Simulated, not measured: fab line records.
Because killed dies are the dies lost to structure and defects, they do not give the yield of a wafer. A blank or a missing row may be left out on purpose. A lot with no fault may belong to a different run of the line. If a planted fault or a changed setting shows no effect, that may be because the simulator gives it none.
fab line records	flow nandHarc
[record] lots = 6	wafers = 18	lastDay = 33
route steps=1302 shown A_BLC@1110 END@1302
lots with no fault: from the same line, run without faults
startH: hours from the record's opening day to when the first of the lot's shown wafers began	waitH: hours since the lot's step before	" unchanged from the row above	L1.1+2: a single row standing in for several wafers	- no value present, or no start provided	* or withheld: withheld	< > ~ a bound
route shown NAME@n: a module of which the file shows steps, and the number in the route of the first	usual: the fault-free wafers' mean and standard deviation	same: alike in all rows	chamber/n: place in a boat	sites: readings site by site	_std_site: the values' standard deviation	_edge_site: outer sites' mean less inner sites'	radiusMm: how far each site lies from the wafer's centre	mask NAME#n: copy n	behind: the last tool/chamber to shape the wafer	hold: why the lot was held/for how many hours/how that ended	device: whichever transistor did not switch (one of n, p or np)	end of line: the same wafers' tests at the end of the route	a step with no rows: only its recipe	killed: count of dies lost to structure and defects at first sort (not the wafer's yield)	map: per-die view of a wafer (x killed, . not killed, _ where there is no die)
set.NAME: the run value of the setting; set.NAME@STEP: its run value at that earlier step	model.NAME: the simulator's own value behind a step, which no gauge read
lots at selected steps of the route; one table per step, one row per wafer
services: the hour from which a tool's chamber was out of use, counted from the record's first day as startH (under 0 if before that day), plus the number of hours and why
[[steps]]
[step NHARC_A_BLC_COAT_03]
[recipe] tempC = 225	timeS = 65
[step NHARC_A_BLC_COAT_04]
[recipe] spinRpm = 1500	resistThkNm = 90
[step NHARC_A_BLC_SOFTBAKE_05]
[recipe] tempC = 105	timeS = 55
[step NHARC_A_BLC_EBR_06]
[step NHARC_A_BLC_EXPOSE_07]
[recipe] na = 1.35	targetCdNm = 100	doseMj = 67.97	maskId = A_BLC
[step NHARC_A_BLC_PEB_08]
[recipe] pebTempC = 100	pebTimeS = 65
[step NHARC_A_BLC_DEVELOP_09]
[recipe] developTimeS = 35	devTempC = 23
[step NHARC_A_BLC_CD_MEAS_10]
[recipe] targetCdNm = 100	landingEnergyEv = 500
[usual] cdNm = 99.5/1
[same] landingEnergyEv = 500
lot.wafer	tool	chamber	startH	waitH	cdNm
L816.3	cdSem-03	0	528.96	-	99.4
L816.4	"	0	"	"	101.0
L816.6	"	0	"	"	99.9
L821.1	cdSem-01	0	584.14	-	100.0
L821.2	"	0	"	"	99.3
L821.5	"	0	"	"	99.7
L823.3	cdSem-02	0	590.29	-	98.2
L823.4	"	0	"	"	98.1
L823.5	"	0	"	"	97.3
L835.3	cdSem-02	0	721.47	-	98.2
L835.4	"	0	"	"	98.0
L835.6	"	0	"	"	98.6
L837.1	cdSem-03	0	731.31	-	99.1
L837.5	"	0	"	"	98.4
L837.6	"	0	"	"	98.3
L836.2	cdSem-03	0	734.87	-	100.5
L836.3	"	0	"	"	101.3
L836.6	"	0	"	"	99.3
[step NHARC_A_BLC_OVL_MEAS_11]
[usual] overlayXNm = -0.3/1	overlayYNm = 0.2/0.82
lot.wafer	tool	chamber	startH	waitH	overlayXNm	overlayYNm
L816.3	overlay-01	-	529.04	-	0.2	0.4
L816.4	"	-	"	"	0.3	-0.4
L816.6	"	-	"	"	-0.1	-0.2
L821.1	overlay-02	-	584.23	-	-0.8	0.7
L821.2	"	-	"	"	-0.1	0.3
L821.5	"	-	"	"	-0.1	0.5
L823.3	overlay-01	-	590.37	-	-0.6	0.2
L823.4	"	-	"	"	-0.9	-0.2
L823.5	"	-	"	"	-0.5	0.4
L835.3	overlay-02	-	721.56	-	1.6	-0.1
L835.4	"	-	"	"	1.9	-0.2
L835.6	"	-	"	"	2.1	0.1
L837.1	overlay-02	-	731.40	-	-1.0	0.1
L837.5	"	-	"	"	-0.8	-0.4
L837.6	"	-	"	"	-0.7	-0.4
L836.2	overlay-01	-	734.96	-	0.2	0.8
L836.3	"	-	"	"	0.5	0.8
L836.6	"	-	"	"	0.2	0.7
[step NHARC_A_BLC_INSPECT_12]
[usual] rawDefectCount = 79/38
lot.wafer	tool	chamber	startH	waitH	rawDefectCount
L816.3	defectInspect-01	-	529.08	0.0	76
L816.4	"	-	"	"	63
L816.6	"	-	"	"	65
L821.1	defectInspect-02	-	584.26	0.0	104
L821.2	"	-	"	"	127
L821.5	"	-	"	"	121
L823.3	defectInspect-01	-	590.41	0.0	114
L823.4	"	-	"	"	134
L823.5	"	-	"	"	118
L835.3	defectInspect-01	-	721.59	0.0	88
L835.4	"	-	"	"	83
L835.6	"	-	"	"	95
L837.1	defectInspect-01	-	731.43	0.0	89
L837.5	"	-	"	"	73
L837.6	"	-	"	"	74
L836.2	defectInspect-01	-	734.99	0.0	35
L836.3	"	-	"	"	27
L836.6	"	-	"	"	34
[step NHARC_A_BLC_DESCUM_15]
[recipe] timeS = 3	o2FlowSccm = 200	arFlowSccm = 0	biasPowerW = 0	chemistry = O2
[usual] chamberPressureMTorr = 60.00/0.054	drypumpMotorCurrentA = 5.8/0.31	oesProductAu = 1.004/0.016	rfVppV = 57.7/0.85	showerheadPlenumPTorr = 1.94/0.08	throttleValvePct = 11.311/0.0085
lot.wafer	tool	chamber	startH	waitH	chamberPressureMTorr	drypumpMotorCurrentA	oesProductAu	rfHoursCounterH	rfVppV	showerheadPlenumPTorr	throttleValvePct
L816.3	rieDiel-03	3	529.15	0.1	60.03	5.5	0.990	4	57.8	1.97	11.295
L816.4	"	0	"	"	59.95	5.7	1.014	5	58.1	1.97	11.320
L816.6	"	2	"	"	59.96	6.6	0.984	-	58.4	1.91	11.293
L821.2	rieDiel-10	2	584.32	0.1	59.99	5.9	0.985	8	58.1	1.88	11.311
L821.1	"	1	"	"	60.02	5.4	1.004	11	58.7	2.04	11.321
L821.5	"	3	"	"	59.85	5.8	1.010	-	57.9	2.01	11.327
L823.4	rieDiel-10	2	590.49	0.1	60.06	5.9	1.005	8	55.4	1.88	11.340
L823.3	"	3	"	"	60.09	5.8	1.022	11	57.2	2.01	11.306
L823.5	"	0	"	"	59.99	6.2	1.007	-	56.0	1.84	11.323
L835.3	rieDiel-03	0	721.66	0.1	59.93	5.7	0.984	8	58.8	1.96	11.303
L835.4	"	3	"	"	60.02	5.5	0.981	-	57.4	1.97	11.306
L835.6	"	2	"	"	60.05	6.6	0.972	-	56.3	1.91	11.306
L837.1	rieDiel-10	1	731.49	0.1	60.09	5.5	1.000	10	57.9	2.03	11.308
L837.5	"	1	"	"	60.04	5.4	0.995	-	57.8	2.03	11.317
L837.6	"	2	"	"	60.08	5.9	1.023	-	56.8	1.88	11.304
L836.2	rieDiel-10	3	735.06	0.1	60.00	5.8	1.034	10	58.1	2.01	11.310
L836.3	"	1	"	"	59.92	5.4	0.981	11	57.3	2.03	11.301
L836.6	"	3	"	"	60.00	5.8	1.035	-	58.9	2.01	11.316
[step NHARC_A_BLC_ETCH_16]
[recipe] targetDepthA = 390	overEtchFrac = 0.3	timeS = 65	ionEnergyEv = 80	cf4FlowSccm = 150	arFlowSccm = 0	rfW = 300	biasW = 100	chemistry = CF4
[usual] chamberPressureMTorr = 50.00/0.049	drypumpMotorCurrentA = 5.8/0.32	oesProductAu = 1.003/0.015	rfVppV = 151.6/1.1	runLengthS = 86.4/0.53	showerheadPlenumPTorr = 1.79/0.07	throttleValvePct = 13.284/0.0091
lot.wafer	tool	chamber	startH	waitH	chamberPressureMTorr	drypumpMotorCurrentA	oesProductAu	rfHoursCounterH	rfVppV	runLengthS	showerheadPlenumPTorr	throttleValvePct
L816.4	rieDiel-03	0	529.23	0.1	50.04	5.7	1.013	5	152.7	85.9	1.82	13.302
L816.3	"	1	"	"	50.04	5.9	0.985	6	151.1	85.6	1.72	13.295
L816.6	"	0	"	"	49.90	5.7	1.016	-	151.5	85.5	1.82	13.282
L821.2	rieDiel-10	1	584.41	0.1	49.99	5.4	1.015	11	151.7	86.3	1.87	13.285
L821.1	"	2	"	"	49.87	5.9	1.002	8	149.9	86.7	1.74	13.267
L821.5	"	1	"	"	50.03	5.4	1.015	-	152.8	86.7	1.87	13.283
L823.3	rieDiel-10	3	590.57	0.1	49.91	5.7	1.022	11	153.5	87.0	1.85	13.293
L823.4	"	0	"	"	50.02	6.1	1.006	12	149.8	86.8	1.71	13.291
L823.5	"	1	"	"	50.00	5.4	1.008	-	152.0	86.4	1.87	13.292
L835.3	rieDiel-03	3	721.76	0.1	50.03	5.4	0.988	8	151.6	86.5	1.82	13.266
L835.6	"	2	"	"	49.93	6.6	0.976	-	150.5	86.9	1.76	13.277
L835.4	"	0	"	"	49.96	5.7	0.996	-	151.0	85.8	1.81	13.278
L837.1	rieDiel-10	2	731.60	0.1	49.99	5.9	1.018	10	151.0	85.8	1.74	13.286
L837.6	"	3	"	"	50.08	5.8	1.018	-	152.1	86.8	1.85	13.290
L837.5	"	0	"	"	50.00	6.2	0.992	-	149.5	87.0	1.70	13.281
L836.2	rieDiel-10	3	735.14	0.1	49.99	5.8	1.022	10	152.6	87.3	1.85	13.281
L836.3	"	0	"	"	49.93	6.1	0.989	9	150.6	87.2	1.70	13.291
L836.6	"	3	"	"	50.02	5.8	1.022	-	151.6	87.4	1.85	13.281
[step NHARC_A_BLC_ETCH_17]
[recipe] targetDepthA = 3900	overEtchFrac = 0.25	timeS = 609.38	ionEnergyEv = 200	n2FlowSccm = 150	h2FlowSccm = 150	arFlowSccm = 0	rfW = 400	biasW = 150	chemistry = N2/H2
[usual] chamberPressureMTorr = 30.001/0.026	drypumpMotorCurrentA = 5.8/0.32	h2FlowSccm = 150.1/0.46	oesProductAu = 1.003/0.015	rfVppV = 431.3/2.6	runLengthS = 630.9/0.53	showerheadPlenumPTorr = 2.07/0.089	throttleValvePct = 14.171/0.0084
lot.wafer	tool	chamber	startH	waitH	chamberPressureMTorr	drypumpMotorCurrentA	h2FlowSccm	oesProductAu	rfHoursCounterH	rfVppV	runLengthS	showerheadPlenumPTorr	throttleValvePct
L816.3	rieDiel-03	0	529.40	-	29.996	5.7	149.8	1.009	5	433.5	629.9	2.10	14.173
L816.4	"	1	"	"	30.038	5.9	149.4	0.982	6	428.2	629.7	1.98	14.176
L816.6	"	3	"	"	30.019	5.5	149.7	0.999	-	432.6	630.8	2.11	14.166
L821.2	rieDiel-10	0	584.54	-	30.024	6.2	150.5	1.004	11	427.1	396.4	1.96	14.177
L821.1	"	2	"	"	30.011	5.9	149.7	0.994	8	429.6	630.3	2.01	14.153
L821.5	"	3	"	"	29.980	5.8	149.3	1.018	-	433.9	631.3	2.15	14.174
L823.3	rieDiel-10	1	590.65	-	30.023	5.4	150.9	1.015	12	434.8	630.6	2.17	14.165
L823.4	"	0	"	"	29.951	6.1	149.6	1.004	12	427.5	396.0	1.96	14.167
L823.5	"	1	"	"	30.005	5.4	150.3	1.015	-	434.3	630.7	2.17	14.173
L835.3	rieDiel-03	3	721.92	-	29.963	5.4	150.2	0.991	8	432.3	630.6	2.10	14.173
L835.4	"	3	"	"	29.991	5.5	149.6	0.991	-	433.1	630.4	2.10	14.171
L835.6	"	0	"	"	30.021	5.7	151.1	0.986	-	431.1	630.3	2.09	14.170
L837.1	rieDiel-10	3	731.76	-	29.975	5.8	149.7	1.020	9	432.8	631.4	2.14	14.164
L837.5	"	1	"	"	30.006	5.4	149.8	0.993	-	434.3	631.1	2.17	14.170
L837.6	"	2	"	"	29.994	5.9	150.0	1.017	-	430.0	630.6	2.00	14.175
L836.2	rieDiel-10	3	735.23	-	29.976	5.7	150.2	1.037	10	431.9	631.7	2.14	14.178
L836.3	"	2	"	"	30.014	5.9	150.6	1.029	11	428.7	630.2	2.00	14.171
L836.6	"	3	"	"	29.993	5.8	150.0	1.032	-	432.4	632.0	2.14	14.174
[step NHARC_A_BLC_ETCH_18]
[recipe] targetDepthA = 9100	c4f8FlowSccm = 20	o2FlowSccm = 10	arFlowSccm = withheld	rfW = 600	biasW = 1500	chemistry = C4F8/O2/Ar
[usual] chamberPressureMTorr = 25.001/0.024	oesProductAu = 0.953/0.024	rfVppV = 980/5.5
lot.wafer	tool	chamber	startH	waitH	chamberPressureMTorr	oesProductAu	rfHoursCounterH	rfVppV
L816.3	rieDiel-03	0	-	-	24.995	0.973	5	980
L816.4	"	3	"	"	25.019	0.946	5	982
L816.6	"	0	"	"	24.990	0.979	-	982
L821.1	rieDiel-10	2	-	-	25.057	0.922	8	977
L821.2	"	0	"	"	25.019	0.937	12	972
L821.5	"	2	"	"	25.033	0.925	-	976
L823.3	rieDiel-10	0	-	-	24.976	0.963	12	974
L823.4	"	2	"	"	24.995	0.980	8	977
L823.5	"	0	"	"	24.984	0.970	-	973
L835.3	rieDiel-03	2	-	-	25.007	0.940	7	978
L835.6	"	0	"	"	24.980	0.953	-	982
L835.4	"	2	"	"	24.941	0.939	-	978
L837.1	rieDiel-10	0	-	-	25.021	0.960	8	972
L837.6	"	3	"	"	25.004	0.984	-	985
L837.5	"	0	"	"	24.999	0.951	-	974
L836.3	rieDiel-10	3	-	-	24.987	0.938	10	985
L836.2	"	1	"	"	24.998	0.911	11	987
L836.6	"	3	"	"	25.004	0.947	-	984
[step NHARC_END_SORT_01]
[recipe] tempC = 25
[usual] killedAtArray = 47/18	killedAtOther = 0.9/1.1	killedAtPeriphery = 4/3.1	killedDies = 52/18	killedOpen = 3.1/1.5	killedShort = 2.4/1.5
[same] grossDies = 677
lot.wafer	tool	chamber	startH	waitH	killedAtArray	killedAtOther	killedAtPeriphery	killedDies	killedOpen	killedShort
L821.2	prober-02	0	632.50	2.8	670	1	6	677	2	4
L823.4	prober-01	0	641.97	3.4	666	0	11	677	5	2
L836.2	prober-01	0	781.08	2.8	24	0	2	26	2	2
L836.3	prober-01	0	781.87	3.1	24	1	0	25	3	3
L836.6	prober-01	0	784.25	4.0	31	3	2	36	1	3
// killed by level:class
L821.2 A_BLC:areaEtch=585 A_CHANNEL_HOLE_D1:chamberFilmFlake=35 A_SLIT:chamberFilmFlake=20 A_CHANNEL_HOLE_D2:chamberFilmFlake=11 A_CONTACT:chamberFilmFlake=9 P_M2:geometricParticle:short=2 P_GATE:chamberFilmFlake=2 A_ZERO_WELL:chamberFilmFlake=2
L823.4 A_BLC:areaEtch=598 A_SLIT:chamberFilmFlake=26 A_CHANNEL_HOLE_D2:chamberFilmFlake=16 A_CONTACT:chamberFilmFlake=6 P_STI:chamberFilmFlake=5 P_CONTACT:chamberFilmFlake=5 A_DECK1_JOINT:chamberFilmFlake=5 A_WL_FILL:geometricParticle:open=2
L836.2 A_CONTACT:chamberFilmFlake=7 A_CHANNEL_HOLE_D2:chamberFilmFlake=3 A_ZERO_WELL:chamberFilmFlake=2 A_CHANNEL_HOLE_D1:unspecified=2 A_CHANNEL_FILL_D1:chamberFilmFlake=2 A_SLIT:chamberFilmFlake=2 P_M0:geometricParticle:short=1 A_CHANNEL_FILL_D1:geometricParticle:short=1
L836.3 A_CONTACT:chamberFilmFlake=7 A_SLIT:chamberFilmFlake=4 A_CHANNEL_FILL_D1:chamberFilmFlake=2 A_STAIRCASE:chamberFilmFlake=2 A_ONON_D1:geometricParticle:short=1 A_CHANNEL_HOLE_D1:geometricParticle:open=1 A_CHANNEL_FILL_D1:geometricParticle:open=1 A_ONON_D2:geometricParticle:short=1
L836.6 A_SLIT:chamberFilmFlake=10 A_CONTACT:chamberFilmFlake=9 A_CHANNEL_HOLE_D2:chamberFilmFlake=3 P_GATE:chamberFilmFlake=2 A_CHANNEL_FILL_D1:chamberFilmFlake=2 A_DECK1_JOINT:chamberFilmFlake=2 THIN_TSV:chamberFilmFlake=2 A_ONON_D1:geometricParticle:short=1
// map L821.2 (x killed, . not)
____________x____________
_________xxxxxxx_________
_______xxxxxxxxxxx_______
______xxxxxxxxxxxxx______
_____xxxxxxxxxxxxxxx_____
____xxxxxxxxxxxxxxxxx____
____xxxxxxxxxxxxxxxxx____
___xxxxxxxxxxxxxxxxxxx___
___xxxxxxxxxxxxxxxxxxx___
__xxxxxxxxxxxxxxxxxxxxx__
__xxxxxxxxxxxxxxxxxxxxx__
_xxxxxxxxxxxxxxxxxxxxxxx_
_xxxxxxxxxxxxxxxxxxxxxxx_
_xxxxxxxxxxxxxxxxxxxxxxx_
_xxxxxxxxxxxxxxxxxxxxxxx_
_xxxxxxxxxxxxxxxxxxxxxxx_
xxxxxxxxxxxxxxxxxxxxxxxxx
xxxxxxxxxxxxxxxxxxxxxxxxx
xxxxxxxxxxxxxxxxxxxxxxxxx
xxxxxxxxxxxxxxxxxxxxxxxxx
xxxxxxxxxxxxxxxxxxxxxxxxx
_xxxxxxxxxxxxxxxxxxxxxxx_
_xxxxxxxxxxxxxxxxxxxxxxx_
_xxxxxxxxxxxxxxxxxxxxxxx_
_xxxxxxxxxxxxxxxxxxxxxxx_
_xxxxxxxxxxxxxxxxxxxxxxx_
__xxxxxxxxxxxxxxxxxxxxx__
__xxxxxxxxxxxxxxxxxxxxx__
___xxxxxxxxxxxxxxxxxxx___
___xxxxxxxxxxxxxxxxxxx___
____xxxxxxxxxxxxxxxxx____
____xxxxxxxxxxxxxxxxx____
_____xxxxxxxxxxxxxxx_____
______xxxxxxxxxxxxx______
_______xxxxxxxxxxx_______
_________xxxxxxx_________
____________x____________
// map L823.4 (x killed, . not)
____________x____________
_________xxxxxxx_________
_______xxxxxxxxxxx_______
______xxxxxxxxxxxxx______
_____xxxxxxxxxxxxxxx_____
____xxxxxxxxxxxxxxxxx____
____xxxxxxxxxxxxxxxxx____
___xxxxxxxxxxxxxxxxxxx___
___xxxxxxxxxxxxxxxxxxx___
__xxxxxxxxxxxxxxxxxxxxx__
__xxxxxxxxxxxxxxxxxxxxx__
_xxxxxxxxxxxxxxxxxxxxxxx_
_xxxxxxxxxxxxxxxxxxxxxxx_
_xxxxxxxxxxxxxxxxxxxxxxx_
_xxxxxxxxxxxxxxxxxxxxxxx_
_xxxxxxxxxxxxxxxxxxxxxxx_
xxxxxxxxxxxxxxxxxxxxxxxxx
xxxxxxxxxxxxxxxxxxxxxxxxx
xxxxxxxxxxxxxxxxxxxxxxxxx
xxxxxxxxxxxxxxxxxxxxxxxxx
xxxxxxxxxxxxxxxxxxxxxxxxx
_xxxxxxxxxxxxxxxxxxxxxxx_
_xxxxxxxxxxxxxxxxxxxxxxx_
_xxxxxxxxxxxxxxxxxxxxxxx_
_xxxxxxxxxxxxxxxxxxxxxxx_
_xxxxxxxxxxxxxxxxxxxxxxx_
__xxxxxxxxxxxxxxxxxxxxx__
__xxxxxxxxxxxxxxxxxxxxx__
___xxxxxxxxxxxxxxxxxxx___
___xxxxxxxxxxxxxxxxxxx___
____xxxxxxxxxxxxxxxxx____
____xxxxxxxxxxxxxxxxx____
_____xxxxxxxxxxxxxxx_____
______xxxxxxxxxxxxx______
_______xxxxxxxxxxx_______
_________xxxxxxx_________
____________x____________
[[services]]
tool	chamber	startH	hours	kind
rieDiel-03	2	514.48	2.3	repair
rieDiel-03	3	520.04	8.9	repair
rieDiel-10	0	526.57	-	clean
rieDiel-10	1	526.57	-	clean
rieDiel-10	2	526.57	-	clean
rieDiel-10	3	526.57	-	clean
rieDiel-10	2	546.09	24.0	repair
rieDiel-10	0	551.14	-	clean
rieDiel-10	1	551.14	-	clean
rieDiel-10	3	551.14	-	clean
rieDiel-10	0	575.64	-	clean
rieDiel-10	1	575.64	-	clean
rieDiel-10	2	575.64	-	clean
rieDiel-10	3	575.64	-	clean
rieDiel-10	-	596.50	9.0	pm
rieDiel-10	0	596.50	9.0	ventCycle
rieDiel-10	1	596.50	9.0	ventCycle
rieDiel-10	2	596.50	9.0	ventCycle
rieDiel-10	3	596.50	9.0	ventCycle
rieDiel-10	3	632.25	6.7	repair
rieDiel-10	0	635.37	3.6	repair
rieDiel-03	-	635.42	9.0	pm
rieDiel-10	0	704.27	7.6	repair
rieDiel-03	1	721.28	10.5	repair
[[key]]
[firstSign] step = NHARC_A_BLC_ETCH_17	reading = runLengthS	direction = down	sigmas = 99+	usual = *	struck = *
[effect] step = NHARC_END_SORT_01	reading = killedAtArray	direction = up	sigmas = 35	usual = 47	struck = 668
[moreKillsBornAt] NHARC_A_BLC_ETCH_17@rieDiel-10 = 1183
metAt NHARC_A_BLC_ETCH_17
struckWafers L821.2,L823.4
laterRowsLeftOut L821.2,L823.4
testerLeftOut L821,L823
[fault] kind = processParameterDrift	tool = rieDiel-10	chamber = 0	onsetH = 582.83	steps = NHARC_A_BLC_ETCH_17	channel = timeS	offset = *	shape = step	endH = 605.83	actsIn = *	stated = *
// testerLeftOut: of these lots the tester's yield and bins aren't shown, on N5 and GAA mostly nor the transistor test; their killed dies are dies lost to structure and defects alone, not to doping, threshold or leakage, so they don't give the yield
// laterRowsLeftOut: the simulator's readings of these wafers behind a module that went badly wrong aren't trusted and aren't shown, but for the sort
